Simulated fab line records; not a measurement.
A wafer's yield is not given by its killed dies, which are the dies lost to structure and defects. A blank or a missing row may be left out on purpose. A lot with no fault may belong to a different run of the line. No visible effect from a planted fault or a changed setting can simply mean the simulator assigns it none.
fab line records + flow n5Finfet
[record]
- lots = 6
- wafers = 17
- lastDay = 17
route steps=1938 shown HKMG_FIN@426 BEOL_M4@1111
lots with no fault: from the same line, run without faults
startH: the number of hours between the record's first day and the start of the first shown wafer of the lot + waitH: time in hours since the lot's previous step + " repeats the value in the row above + L1.1+2: a row that stands for several wafers + - either no value or no given start + * or withheld: withheld + < > ~ a bound
route shown NAME@n: NAME is a module with steps in the file, n the number in the route of the first one + usual: mean and standard deviation over wafers with no fault + same: alike in all rows + chamber/n: place in a boat + sites: readings site by site + _std_site: their standard deviation + _edge_site: mean of outer sites minus mean of inner sites + radiusMm: how far each site lies from the wafer's centre + mask NAME#n: copy n + behind: tool/chamber where the wafer was last shaped + hold: reason for holding the lot/hours on hold/outcome of the hold + device: whichever transistor did not switch (one of n, p or np) + end of line: tests run on the same wafers once the route is complete + a step given without rows: its recipe and nothing more + killed: dies that structure and defects cost at the first sort, which is not the same as the wafer's yield + map: dies across one wafer; x = killed, . = not, _ = none there
set.NAME: the setting as run; set.NAME@STEP: as run at that earlier step + model.NAME: the simulator's own value behind a step, which no gauge read
lots at some steps of the route; a table a step, a row a wafer
services: the hour from which a tool's chamber was out of use, counted from the record's first day as startH (under 0 if before that day), plus the number of hours and why
[[steps]]
[step N5_HKMG_FIN_SOFTBAKE_07]
[recipe]
- tempC = 110
- timeS = 60
- resist = CAR-ArF
[step N5_HKMG_FIN_EXPOSE_09]
[recipe]
- maskId = NWFM
- na = 1.35
- sourceShape = conventional
- sigmaOuter = 0.8
- polarization = unpolarized
- doseMj = 39.25
[step N5_HKMG_FIN_PEB_10]
[recipe]
- pebTempC = withheld
- pebTimeS = 60
- resist = CAR-ArF
[step N5_HKMG_FIN_DEVELOP_11]
[recipe]
- developTimeS = 30
- developer = TMAH
- resist = CAR-ArF
- devTempC = 23
- rinseLiquid = diw
- dry = airSpin
[step N5_HKMG_FIN_CD_MEAS_12]
[recipe]
- targetCdNm = 92.8
- landingEnergyEv = 500
- detector = seInlens
[usual]
- cdNm = 92.7/0.51
| lot.wafer | tool     | chamber | startH | waitH | cdNm |
|-----------|----------|---------|--------|-------|------|
| L131.1    | cdSem-01 | 0       | 112.87 | -     | 91.8 |
| L131.3    | "        | 0       | "      | "     | 92.1 |
| L131.5    | "        | 0       | "      | "     | 92.1 |
| L133.3    | cdSem-01 | 0       | 119.91 | -     | 92.6 |
| L133.4    | "        | 0       | "      | "     | 92.5 |
| L133.6    | "        | 0       | "      | "     | 93.6 |
| L137.1    | cdSem-01 | 0       | 144.87 | -     | 93.8 |
| L137.3    | "        | 0       | "      | "     | 92.8 |
| L138.2    | cdSem-02 | 0       | 147.26 | -     | 92.8 |
| L138.5    | "        | 0       | "      | "     | 92.5 |
| L138.6    | "        | 0       | "      | "     | 91.7 |
| L143.2    | cdSem-02 | 0       | 179.80 | -     | 93.2 |
| L143.3    | "        | 0       | "      | "     | 93.1 |
| L143.6    | "        | 0       | "      | "     | 92.1 |
| L147.1    | cdSem-02 | 0       | 203.48 | -     | 92.1 |
| L147.2    | "        | 0       | "      | "     | 92.2 |
| L147.4    | "        | 0       | "      | "     | 92.5 |
[step N5_HKMG_FIN_OVL_MEAS_13]
[recipe]
- pointsPerWafer = 44
[usual]
- NWFM_OVL = 0.2/0.68
| lot.wafer | tool       | chamber | startH | waitH | NWFM_OVL[nm] |
|-----------|------------|---------|--------|-------|--------------|
| L131.1    | overlay-01 | 0       | 112.90 | 0.0   | 1.3          |
| L131.3    | "          | 0       | "      | "     | 0.5          |
| L131.5    | "          | 0       | "      | "     | 1.0          |
| L133.3    | overlay-02 | 0       | 119.94 | 0.0   | 0.5          |
| L133.4    | "          | 0       | "      | "     | -0.6         |
| L133.6    | "          | 0       | "      | "     | -1.1         |
| L137.1    | overlay-01 | 0       | 144.90 | 0.0   | 0.9          |
| L137.3    | "          | 0       | "      | "     | 1.0          |
| L138.2    | overlay-02 | 0       | 147.29 | 0.0   | 0.1          |
| L138.5    | "          | 0       | "      | "     | 0.1          |
| L138.6    | "          | 0       | "      | "     | 0.7          |
| L143.2    | overlay-02 | 0       | 179.83 | 0.0   | 0.4          |
| L143.3    | "          | 0       | "      | "     | 0.8          |
| L143.6    | "          | 0       | "      | "     | 0.0          |
| L147.1    | overlay-02 | 0       | 203.51 | 0.0   | 0.4          |
| L147.2    | "          | 0       | "      | "     | -0.2         |
| L147.4    | "          | 0       | "      | "     | -0.9         |
[step N5_HKMG_FIN_INSPECT_14]
[recipe]
- mode = adi
- inspectInstrument = macro
[usual]
- rawDefectCount = 2.3/1.4
| lot.wafer | tool             | chamber | startH | waitH | rawDefectCount |
|-----------|------------------|---------|--------|-------|----------------|
| L131.1    | defectInspect-02 | -       | 112.93 | 0.0   | 2              |
| L131.3    | "                | -       | "      | "     | 2              |
| L131.5    | "                | -       | "      | "     | 5              |
| L133.3    | defectInspect-02 | -       | 119.97 | 0.0   | 2              |
| L133.4    | "                | -       | "      | "     | 2              |
| L133.6    | "                | -       | "      | "     | 2              |
| L137.1    | defectInspect-02 | -       | 144.93 | 0.0   | 4              |
| L137.3    | "                | -       | "      | "     | 1              |
| L138.2    | defectInspect-01 | -       | 147.31 | 0.0   | 2              |
| L138.5    | "                | -       | "      | "     | 3              |
| L138.6    | "                | -       | "      | "     | 1              |
| L143.2    | defectInspect-01 | -       | 179.85 | 0.0   | 2              |
| L143.3    | "                | -       | "      | "     | 1              |
| L143.6    | "                | -       | "      | "     | 3              |
| L147.1    | defectInspect-01 | -       | 203.53 | 0.0   | 3              |
| L147.2    | "                | -       | "      | "     | 3              |
| L147.4    | "                | -       | "      | "     | 4              |
[step N5_HKMG_FIN_DESCUM_17]
[recipe]
- chemistry = O2
- timeS = 7.9
- sourcePowerW = 50
- biasPowerW = 20
- pressureMtorr = 20
- rfFrequencyHz = 2.712e+07
- tempC = 40
- resist = CAR-ArF
- o2FlowSccm = 225
[usual]
- drypumpMotorCurrentA = 5.8/0.4
- oesProductAu = 0.81/0.078
- rfVppV = 243.2/1.2
- showerheadPlenumPTorr = 2.10/0.061
- throttleValvePct = 20.45/0.28
| lot.wafer | tool       | chamber | startH | waitH | drypumpMotorCurrentA | oesProductAu | rfHoursCounterH | rfVppV | showerheadPlenumPTorr | throttleValvePct |
|-----------|------------|---------|--------|-------|----------------------|--------------|-----------------|--------|-----------------------|------------------|
| L131.1    | rieDiel-01 | 2       | 113.07 | 0.1   | 5.9                  | 0.75         | 162             | 244.0  | 2.18                  | 20.63            |
| L131.3    | "          | 1       | "      | "     | 5.5                  | 0.84         | 82              | 242.9  | 2.12                  | 20.06            |
| L131.5    | "          | 2       | "      | "     | 5.8                  | 0.75         | -               | 244.5  | 2.18                  | 20.63            |
| L133.3    | rieDiel-03 | 1       | 120.00 | 0.0   | 5.8                  | 0.94         | 13              | 244.7  | 2.23                  | 20.07            |
| L133.4    | "          | 2       | "      | "     | 5.7                  | 0.82         | 85              | 245.9  | 2.21                  | 20.57            |
| L133.6    | "          | 0       | "      | "     | 6.0                  | 0.73         | -               | 243.9  | 2.17                  | 20.74            |
| L137.1    | rieDiel-01 | 2       | 145.59 | 0.7   | 5.8                  | 0.73         | 175             | 243.7  | 2.18                  | 20.64            |
| L137.3    | "          | 0       | "      | "     | 5.5                  | 0.91         | 20              | 241.5  | 2.04                  | 20.64            |
| L138.2    | rieDiel-01 | 2       | 147.42 | 0.1   | 5.9                  | 0.74         | 176             | 244.6  | 2.18                  | 20.65            |
| L138.5    | "          | 0       | "      | "     | 5.4                  | 0.90         | -               | 243.9  | 2.04                  | 20.66            |
| L138.6    | "          | 1       | "      | "     | 5.5                  | 0.82         | -               | 244.0  | 2.12                  | 20.07            |
| L143.2    | rieDiel-06 | 2       | 179.98 | 0.1   | 6.9                  | 0.75         | 176             | 242.9  | 2.08                  | 20.87            |
| L143.3    | "          | 0       | "      | "     | 5.8                  | 0.76         | 138             | 242.4  | 2.11                  | 20.54            |
| L143.6    | "          | 0       | "      | "     | 5.7                  | 0.76         | -               | 241.6  | 2.11                  | 20.53            |
| L147.1    | rieDiel-06 | 3       | 203.57 | 0.0   | 5.4                  | 0.82         | 94              | 242.9  | 2.11                  | 20.30            |
| L147.2    | "          | 1       | "      | "     | 5.8                  | 0.80         | 90              | 242.7  | 2.02                  | 20.66            |
| L147.4    | "          | 2       | "      | "     | 6.8                  | 0.74         | 186             | 241.4  | 2.08                  | 20.86            |
[step N5_HKMG_FIN_ETCH_31]
[recipe]
- chemistry = CF4
- target = SiARC
- targetDepthA = 455
- maskMaterial = CAR-ArF
- timeS = 75.8
- ionEnergyEv = 80
- pressureMtorr = 40
- sourceW = 545
- biasW = 36
- Ar_flow_sccm = 100
- cf4FlowSccm = 100
- ends = cleared
[usual]
- biasW = 35.99/0.1
- drypumpMotorCurrentA = 5.8/0.4
- etchRfOnTimeS = 75.5/1.2
- oesProductAu = 0.69/0.067
- rfVppV = 184.2/0.99
- showerheadPlenumPTorr = 2.15/0.054
- throttleValvePct = 15.63/0.28
| lot.wafer | tool       | chamber | startH | waitH | biasW | drypumpMotorCurrentA | etchRfOnTimeS | oesProductAu | rfHoursCounterH | rfVppV | showerheadPlenumPTorr | throttleValvePct |
|-----------|------------|---------|--------|-------|-------|----------------------|---------------|--------------|-----------------|--------|-----------------------|------------------|
| L131.1    | rieDiel-01 | 2       | 113.10 | 0.0   | 35.84 | 5.9                  | 76.2          | 0.64         | 162             | 185.4  | 2.23                  | 15.77            |
| L131.3    | "          | 1       | "      | "     | 35.83 | 5.5                  | 74.4          | 0.72         | 82              | 186.4  | 2.17                  | 15.19            |
| L131.5    | "          | 2       | "      | "     | 36.11 | 5.9                  | 75.5          | 0.64         | -               | 185.2  | 2.23                  | 15.76            |
| L133.3    | rieDiel-03 | 1       | 120.03 | 0.0   | 36.23 | 5.8                  | 75.9          | 0.80         | 13              | 186.0  | 2.28                  | 15.26            |
| L133.4    | "          | 2       | "      | "     | 36.06 | 5.6                  | 75.6          | 0.71         | 85              | 184.7  | 2.25                  | 15.67            |
| L133.6    | "          | 0       | "      | "     | 35.90 | 6.0                  | 76.1          | 0.63         | -               | 184.6  | 2.21                  | 15.92            |
| L137.1    | rieDiel-01 | 2       | 145.63 | 0.0   | 35.92 | 5.9                  | 77.1          | 0.63         | 175             | 184.4  | 2.22                  | 15.78            |
| L137.3    | "          | 0       | "      | "     | 35.97 | 5.5                  | 76.1          | 0.77         | 20              | 185.4  | 2.11                  | 15.81            |
| L138.2    | rieDiel-01 | 2       | 147.46 | 0.0   | 35.86 | 5.8                  | 75.8          | 0.63         | 176             | 185.2  | 2.22                  | 15.79            |
| L138.5    | "          | 0       | "      | "     | 36.19 | 5.5                  | 76.0          | 0.77         | -               | 183.5  | 2.11                  | 15.78            |
| L138.6    | "          | 1       | "      | "     | 35.87 | 5.5                  | 74.1          | 0.71         | -               | 183.6  | 2.16                  | 15.24            |
| L143.2    | rieDiel-06 | 2       | 180.01 | 0.0   | 36.01 | 6.8                  | 75.4          | 0.65         | 176             | 184.1  | 2.14                  | 16.10            |
| L143.3    | "          | 0       | "      | "     | 35.85 | 5.8                  | 75.5          | 0.65         | 138             | 183.9  | 2.15                  | 15.69            |
| L143.6    | "          | 0       | "      | "     | 36.11 | 5.7                  | 75.5          | 0.66         | -               | 184.1  | 2.15                  | 15.70            |
| L147.1    | rieDiel-06 | 3       | 203.60 | 0.0   | 35.96 | 5.4                  | 73.8          | 0.72         | 94              | 186.4  | 2.16                  | 15.44            |
| L147.2    | "          | 1       | "      | "     | 35.92 | 5.8                  | 74.5          | 0.70         | 90              | 184.4  | 2.08                  | 15.84            |
| L147.4    | "          | 2       | "      | "     | 36.14 | 6.8                  | 75.8          | 0.63         | 186             | 184.3  | 2.14                  | 16.10            |
[step N5_HKMG_FIN_ETCH_32]
[recipe]
- chemistry = N2/H2
- target = SOC
- targetDepthA = 2400
- tempC = 40
- timeS = 300
- ionEnergyEv = 200
- maskMaterial = SiARC
- pressureMtorr = 30
- sourceW = 840
- biasW = 150
- n2FlowSccm = 200
- h2FlowSccm = 200
[usual]
- biasW = 149.9/0.44
- drypumpMotorCurrentA = 5.8/0.4
- oesProductAu = 0.81/0.079
- rfVppV = 524.1/2.1
- showerheadPlenumPTorr = 2.55/0.069
- throttleValvePct = 17.9/0.31
| lot.wafer | tool       | chamber | startH | waitH | biasW | drypumpMotorCurrentA | oesProductAu | rfHoursCounterH | rfVppV | showerheadPlenumPTorr | throttleValvePct |
|-----------|------------|---------|--------|-------|-------|----------------------|--------------|-----------------|--------|-----------------------|------------------|
| L131.1    | rieDiel-01 | 2       | 113.16 | 0.0   | 149.5 | 5.9                  | 0.76         | 162             | 526.6  | 2.66                  | 18.1             |
| L131.3    | "          | 1       | "      | "     | 149.3 | 5.5                  | 0.86         | 82              | 523.7  | 2.57                  | 17.4             |
| L131.5    | "          | 2       | "      | "     | 149.5 | 5.8                  | 0.75         | -               | 526.2  | 2.66                  | 18.1             |
| L133.3    | rieDiel-03 | 1       | 120.09 | 0.0   | 150.4 | 5.8                  | 0.94         | 13              | 527.3  | 2.70                  | 17.4             |
| L133.4    | "          | 2       | "      | "     | 150.0 | 5.7                  | 0.81         | 85              | 527.7  | 2.68                  | 17.8             |
| L133.6    | "          | 0       | "      | "     | 149.6 | 6.0                  | 0.73         | -               | 526.4  | 2.63                  | 18.2             |
| L137.1    | rieDiel-01 | 2       | 145.68 | 0.0   | 149.8 | 5.8                  | 0.75         | 175             | 526.3  | 2.65                  | 18.1             |
| L137.3    | "          | 0       | "      | "     | 149.6 | 5.4                  | 0.92         | 20              | 522.6  | 2.50                  | 18.2             |
| L138.2    | rieDiel-01 | 2       | 147.51 | 0.0   | 150.4 | 5.9                  | 0.74         | 176             | 526.8  | 2.65                  | 18.2             |
| L138.5    | "          | 0       | "      | "     | 149.6 | 5.5                  | 0.91         | -               | 523.3  | 2.50                  | 18.2             |
| L138.6    | "          | 1       | "      | "     | 148.6 | 5.5                  | 0.84         | -               | 523.9  | 2.57                  | 17.4             |
| L143.2    | rieDiel-06 | 2       | 180.07 | 0.0   | 148.8 | 6.8                  | 0.75         | 176             | 523.3  | 2.52                  | 18.1             |
| L143.3    | "          | 0       | "      | "     | 150.3 | 5.8                  | 0.76         | 138             | 523.7  | 2.55                  | 17.9             |
| L143.6    | "          | 0       | "      | "     | 149.6 | 5.7                  | 0.76         | -               | 523.0  | 2.55                  | 17.9             |
| L147.1    | rieDiel-06 | 3       | 203.66 | 0.0   | 150.4 | 5.4                  | 0.84         | 94              | 524.3  | 2.57                  | 17.7             |
| L147.2    | "          | 1       | "      | "     | 150.0 | 5.8                  | 0.82         | 90              | 522.2  | 2.46                  | 18.1             |
| L147.4    | "          | 2       | "      | "     | 150.1 | 6.8                  | 0.74         | 186             | 524.4  | 2.52                  | 18.2             |
[step N5_HKMG_FIN_STRIP_33]
[recipe]
- chemistry = N2/H2
- tempC = 40
- n2FlowSccm = 200
- h2FlowSccm = 200
- rfFrequencyHz = 6e+07
[step N5_HKMG_FIN_STRIP_34]
[recipe]
- chemistry = CF4
- resist = SiARC
- powerW = 300
- biasPowerW = 75
- pressureMtorr = 50
- cf4FlowSccm = 150
- rfFrequencyHz = 6e+07
[usual]
- drypumpMotorCurrentA = 5.8/0.4
- oesProductAu = 0.80/0.073
- powerW = 300.2/0.98
- rfVppV = 271.3/1.3
- showerheadPlenumPTorr = 1.80/0.045
- throttleValvePct = 13.59/0.27
| lot.wafer | tool       | chamber | startH | waitH | drypumpMotorCurrentA | oesProductAu | powerW | rfHoursCounterH | rfVppV | showerheadPlenumPTorr | throttleValvePct |
|-----------|------------|---------|--------|-------|----------------------|--------------|--------|-----------------|--------|-----------------------|------------------|
| L131.1    | rieDiel-01 | 2       | 113.35 | 0.0   | 5.9                  | 0.74         | 300.3  | 162             | 273.3  | 1.87                  | 13.73            |
| L131.3    | "          | 1       | "      | "     | 5.5                  | 0.83         | 301.4  | 82              | 271.3  | 1.82                  | 13.20            |
| L131.5    | "          | 2       | "      | "     | 5.9                  | 0.73         | 300.5  | -               | 273.2  | 1.87                  | 13.75            |
| L133.3    | rieDiel-03 | 1       | 120.28 | 0.0   | 5.8                  | 0.94         | 301.3  | 13              | 273.3  | 1.91                  | 13.20            |
| L133.4    | "          | 2       | "      | "     | 5.6                  | 0.81         | 300.3  | 85              | 273.4  | 1.88                  | 13.64            |
| L133.6    | "          | 0       | "      | "     | 6.0                  | 0.73         | 299.2  | -               | 270.6  | 1.86                  | 13.91            |
| L137.1    | rieDiel-01 | 2       | 145.87 | 0.0   | 5.9                  | 0.73         | 298.7  | 175             | 272.7  | 1.86                  | 13.77            |
| L137.3    | "          | 0       | "      | "     | 5.5                  | 0.91         | 300.1  | 20              | 269.7  | 1.77                  | 13.70            |
| L138.2    | rieDiel-01 | 2       | 147.70 | 0.0   | 5.9                  | 0.73         | 298.2  | 176             | 272.0  | 1.86                  | 13.76            |
| L138.5    | "          | 0       | "      | "     | 5.5                  | 0.89         | 300.9  | -               | 269.6  | 1.76                  | 13.71            |
| L138.6    | "          | 1       | "      | "     | 5.5                  | 0.81         | 300.9  | -               | 272.1  | 1.81                  | 13.21            |
| L143.2    | rieDiel-06 | 2       | 180.26 | 0.0   | 6.8                  | 0.74         | 301.2  | 176             | 271.3  | 1.79                  | 14.04            |
| L143.3    | "          | 0       | "      | "     | 5.8                  | 0.76         | 300.4  | 138             | 271.3  | 1.80                  | 13.66            |
| L143.6    | "          | 0       | "      | "     | 5.7                  | 0.75         | 300.4  | -               | 271.0  | 1.80                  | 13.67            |
| L147.1    | rieDiel-06 | 3       | 203.85 | 0.0   | 5.4                  | 0.82         | 300.9  | 95              | 272.4  | 1.81                  | 13.41            |
| L147.2    | "          | 1       | "      | "     | 5.8                  | 0.81         | 300.3  | 90              | 271.1  | 1.74                  | 13.76            |
| L147.4    | "          | 2       | "      | "     | 6.8                  | 0.73         | 298.3  | 186             | 271.0  | 1.79                  | 14.08            |
[step N5_HKMG_FIN_ETCH_35]
[recipe]
- chemistry = N2/H2
- target = SOC
- targetDepthA = 2158
- ionEnergyEv = 65
- biasW = 5
- sourceW = 3000
- timeS = 243.4
- pressureMtorr = 30
- n2FlowSccm = 200
- h2FlowSccm = 200
[usual]
- biasW = 5.000/0.015
- drypumpMotorCurrentA = 5.8/0.4
- oesProductAu = 0.81/0.079
- rfVppV = 141.8/0.96
- showerheadPlenumPTorr = 2.55/0.069
- throttleValvePct = 17.9/0.31
| lot.wafer | tool       | chamber | startH | waitH | biasW | drypumpMotorCurrentA | oesProductAu | rfHoursCounterH | rfVppV | showerheadPlenumPTorr | throttleValvePct | model.etch.depthNm |
|-----------|------------|---------|--------|-------|-------|----------------------|--------------|-----------------|--------|-----------------------|------------------|--------------------|
| L131.1    | rieDiel-01 | 2       | 113.37 | 0.0   | 5.001 | 5.9                  | 0.74         | 162             | 142.8  | 2.66                  | 18.1             | 215.6              |
| L131.3    | "          | 1       | "      | "     | 5.018 | 5.5                  | 0.85         | 82              | 141.4  | 2.57                  | 17.4             | 222.5              |
| L131.5    | "          | 2       | "      | "     | 4.993 | 5.9                  | 0.75         | -               | 142.4  | 2.66                  | 18.1             | 217.3              |
| L133.3    | rieDiel-03 | 1       | 120.30 | 0.0   | 5.005 | 5.8                  | 0.93         | 13              | 143.3  | 2.70                  | 17.4             | 210.3              |
| L133.4    | "          | 2       | "      | "     | 4.978 | 5.6                  | 0.82         | 85              | 141.6  | 2.68                  | 17.9             | 212.7              |
| L133.6    | "          | 0       | "      | "     | 4.982 | 6.0                  | 0.72         | -               | 142.0  | 2.63                  | 18.2             | 212.6              |
| L137.1    | rieDiel-01 | 2       | 145.89 | 0.0   | 5.316 | 5.9                  | 0.75         | 175             | 148.5  | 2.65                  | 18.2             | 219.6              |
| L137.3    | "          | 0       | "      | "     | 4.993 | 5.5                  | 0.91         | 20              | 140.9  | 2.50                  | 18.2             | 216.4              |
| L138.2    | rieDiel-01 | 2       | 147.72 | 0.0   | 5.291 | 5.9                  | 0.75         | 176             | 144.9  | 2.65                  | 18.2             | 222                |
| L138.5    | "          | 0       | "      | "     | 4.990 | 5.5                  | 0.91         | -               | 142.0  | 2.50                  | 18.2             | 217.1              |
| L138.6    | "          | 1       | "      | "     | 4.994 | 5.5                  | 0.83         | -               | 141.1  | 2.57                  | 17.5             | 219.6              |
| L143.2    | rieDiel-06 | 2       | 180.28 | 0.0   | 4.968 | 6.9                  | 0.75         | 176             | 141.6  | 2.52                  | 18.1             | 213.7              |
| L143.3    | "          | 0       | "      | "     | 4.987 | 5.8                  | 0.76         | 138             | 140.5  | 2.55                  | 17.9             | 214.7              |
| L143.6    | "          | 0       | "      | "     | 4.997 | 5.8                  | 0.76         | -               | 140.5  | 2.55                  | 17.9             | 215.6              |
| L147.1    | rieDiel-06 | 3       | 203.87 | 0.0   | 4.994 | 5.5                  | 0.84         | 95              | 142.1  | 2.57                  | 17.7             | 218.2              |
| L147.2    | "          | 1       | "      | "     | 4.995 | 5.8                  | 0.82         | 90              | 140.4  | 2.46                  | 18.1             | 218.8              |
| L147.4    | "          | 2       | "      | "     | 4.990 | 6.9                  | 0.74         | 186             | 141.1  | 2.52                  | 18.2             | 213.3              |
[step N5_HKMG_FIN_STRIP_92]
[recipe]
- chemistry = N2/H2
- material = SOC
- timeS = 20
- powerW = 500
- tempC = 40
- pressureMtorr = 50
- rfFrequencyHz = 6e+07
- biasPowerW = 8
- h2Frac = 0.5
- n2FlowSccm = 300
- h2FlowSccm = 300
[usual]
- drypumpMotorCurrentA = 5.8/0.4
- oesProductAu = 0.80/0.079
- powerW = 499.9/1.4
- rfVppV = 54.3/0.86
- showerheadPlenumPTorr = 3.37/0.088
- throttleValvePct = 19.1/0.48
| lot.wafer | tool       | chamber | startH | waitH | drypumpMotorCurrentA | oesProductAu | powerW | rfHoursCounterH | rfVppV | showerheadPlenumPTorr | throttleValvePct |
|-----------|------------|---------|--------|-------|----------------------|--------------|--------|-----------------|--------|-----------------------|------------------|
| L131.1    | rieDiel-01 | 2       | 113.52 | 0.1   | 5.9                  | 0.75         | 500.5  | 162             | 55.0   | 3.50                  | 19.6             |
| L131.3    | "          | 1       | "      | "     | 5.5                  | 0.85         | 498.7  | 82              | 53.7   | 3.40                  | 18.5             |
| L131.5    | "          | 2       | "      | "     | 5.9                  | 0.75         | 501.1  | -               | 55.6   | 3.50                  | 19.6             |
| L133.3    | rieDiel-03 | 1       | 120.45 | 0.1   | 5.8                  | 0.94         | 501.2  | 13              | 54.0   | 3.56                  | 18.4             |
| L133.4    | "          | 2       | "      | "     | 5.7                  | 0.82         | 499.1  | 85              | 54.3   | 3.53                  | 18.8             |
| L133.6    | "          | 0       | "      | "     | 6.0                  | 0.73         | 500.6  | -               | 53.8   | 3.46                  | 19.6             |
| L137.1    | rieDiel-01 | 2       | 146.04 | 0.1   | 5.8                  | 0.74         | 499.3  | 175             | 55.5   | 3.49                  | 19.6             |
| L137.3    | "          | 0       | "      | "     | 5.5                  | 0.92         | 497.4  | 20              | 53.5   | 3.30                  | 19.8             |
| L138.2    | rieDiel-01 | 2       | 147.87 | 0.1   | 5.9                  | 0.73         | 501.1  | 176             | 54.1   | 3.49                  | 19.6             |
| L138.5    | "          | 0       | "      | "     | 5.5                  | 0.90         | 500.0  | -               | 54.1   | 3.30                  | 19.8             |
| L138.6    | "          | 1       | "      | "     | 5.6                  | 0.84         | 500.0  | -               | 55.1   | 3.39                  | 18.5             |
| L143.2    | rieDiel-06 | 2       | 180.43 | 0.1   | 6.9                  | 0.74         | 500.6  | 176             | 54.0   | 3.33                  | 19.0             |
| L143.3    | "          | 0       | "      | "     | 5.8                  | 0.77         | 498.7  | 138             | 54.3   | 3.37                  | 18.9             |
| L143.6    | "          | 0       | "      | "     | 5.8                  | 0.76         | 501.7  | -               | 55.1   | 3.37                  | 18.9             |
| L147.1    | rieDiel-06 | 3       | 204.02 | 0.1   | 5.4                  | 0.82         | 499.0  | 95              | 55.6   | 3.39                  | 18.9             |
| L147.2    | "          | 1       | "      | "     | 5.8                  | 0.82         | 499.9  | 90              | 53.9   | 3.25                  | 19.5             |
| L147.4    | "          | 2       | "      | "     | 6.8                  | 0.73         | 498.7  | 186             | 53.6   | 3.33                  | 19.0             |
[step N5_BEOL_M4_RC_MEAS_101]
[usual]
- DIBL_N = 36.3/1.2
- DIBL_P = 36.3/1.4
- IOFF_N = 0.157/0.02
- IOFF_P = 0.22/0.033
- ION_N = 675/9.6
- ION_P = 465/8.2
- SS_N = 71.4/0.45
- SS_P = 73.3/0.54
- VT_N = 249.8/2.5
- VT_P = -249/3.2
| lot.wafer | tool      | chamber | startH | waitH | DIBL_N[mV/V] | DIBL_P[mV/V] | IOFF_N[nA/um] | IOFF_P[nA/um] | ION_N[uA/um] | ION_P[uA/um] | SS_N[mV/dec] | SS_P[mV/dec] | VT_N[mV] | VT_P[mV] |
|-----------|-----------|---------|--------|-------|--------------|--------------|---------------|---------------|--------------|--------------|--------------|--------------|----------|----------|
| L131.1    | prober-02 | 0       | 231.35 | 0.0   | 36.4         | 36.1         | 0.146         | 0.20          | 672          | 464          | 71.4         | 73.2         | 250.4    | -252     |
| L131.3    | "         | 0       | "      | "     | 36.2         | 36.4         | 0.148         | 0.20          | 671          | 460          | 72.2         | 73.5         | 251.3    | -251     |
| L131.5    | "         | 0       | "      | "     | 35.3         | 35.2         | 0.132         | 0.19          | 666          | 464          | 71.2         | 72.3         | 252.5    | -252     |
| L133.3    | prober-02 | 0       | 234.80 | 0.3   | 36.7         | 36.4         | 0.158         | 0.19          | 680          | 459          | 71.3         | 73.7         | 247.9    | -250     |
| L133.4    | "         | 0       | "      | "     | 36.7         | 35.6         | 0.156         | 0.19          | 676          | 457          | 71.0         | 73.4         | 248.9    | -249     |
| L133.6    | "         | 0       | "      | "     | 38.6         | 38.6         | 0.194         | 0.23          | 673          | 459          | 72.3         | 73.2         | 244.4    | -249     |
| L137.1    | prober-01 | 0       | 263.67 | 0.0   | 35.4         | 35.6         | 0.138         | 0.16          | 668          | 455          | 70.9         | 73.2         | 249.9    | -254     |
| L137.3    | "         | 0       | "      | "     | 36.7         | 36.5         | 0.160         | 0.18          | 675          | 452          | 71.3         | 73.6         | 252.1    | -256     |
| L138.2    | prober-01 | 0       | 269.58 | 0.2   | 37.1         | 37.2         | 0.183         | 0.26          | 688          | 473          | 71.0         | 73.9         | 245.6    | -246     |
| L138.5    | "         | 0       | "      | "     | 36.2         | 36.6         | 0.171         | 0.24          | 686          | 474          | 70.9         | 73.2         | 247.6    | -247     |
| L138.6    | "         | 0       | "      | "     | 36.9         | 37.6         | 0.184         | 0.25          | 689          | 471          | 71.5         | 73.6         | 245.5    | -246     |
| L143.2    | prober-02 | 0       | 299.80 | 0.2   | 35.6         | 35.0         | 0.152         | 0.24          | 682          | 470          | 71.9         | 73.4         | 249.8    | -247     |
| L143.3    | "         | 0       | "      | "     | 35.3         | 34.9         | 0.155         | 0.23          | 689          | 475          | 71.9         | 73.4         | 249.4    | -248     |
| L143.6    | "         | 0       | "      | "     | 35.7         | 35.2         | 0.159         | 0.25          | 676          | 467          | 71.7         | 73.3         | 250.6    | -246     |
| L147.1    | prober-02 | 0       | 315.03 | 0.0   | 35.3         | 34.1         | 0.138         | 0.21          | 673          | 469          | 70.9         | 74.0         | 251.2    | -247     |
| L147.2    | "         | 0       | "      | "     | 36.9         | 36.3         | 0.167         | 0.25          | 680          | 475          | 71.6         | 73.2         | 248.0    | -246     |
| L147.4    | "         | 0       | "      | "     | 37.5         | 36.9         | 0.182         | 0.25          | 687          | 470          | 71.6         | 74.2         | 248.5    | -246     |
[[services]]
| tool       | chamber | startH | hours | kind                        |
|------------|---------|--------|-------|-----------------------------|
| rieDiel-01 | 3       | 105.15 | 7.8   | repair                      |
| rieDiel-01 | 3       | 137.44 | -     | clean                       |
| rieDiel-01 | 3       | 137.44 | -     | consumableReplace:focusRing |
| rieDiel-01 | 3       | 137.44 | 23.2  | scheduledDown               |
| rieDiel-01 | 3       | 137.44 | 23.2  | ventCycle                   |
| rieDiel-06 | -       | 174.50 | 0.2   | repair                      |
| rieDiel-03 | 1       | 191.39 | 1.3   | repair                      |
[[key]]
[firstSign]
- step = N5_HKMG_FIN_ETCH_35
- reading = biasW
- direction = up
- sigmas = 20
- usual = *
- struck = *
[effect]
- step = N5_HKMG_FIN_ETCH_35
- reading = rfVppV
- direction = up
- sigmas = 5.2
- usual = 141.8
- struck = 146.7
[modelEffect]
- step = N5_HKMG_FIN_ETCH_35
- value = etch.depthNm
- without = 215.1
- struck = 220.8
metAt N5_HKMG_FIN_ETCH_35
struckWafers L137.1,L138.2
rowsEnd L137.1
onsetBetween 113.37 145.89
[fault]
- kind = processParameterDrift
- tool = rieDiel-01
- chamber = 2
- onsetH = 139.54
- steps = N5_HKMG_FIN_ETCH_35
- channel = biasW
- offset = *
- shape = step
- actsIn = *
- stated = *
// rowsEnd: these wafers met a further fault down the route, and their rows from its step on are left out
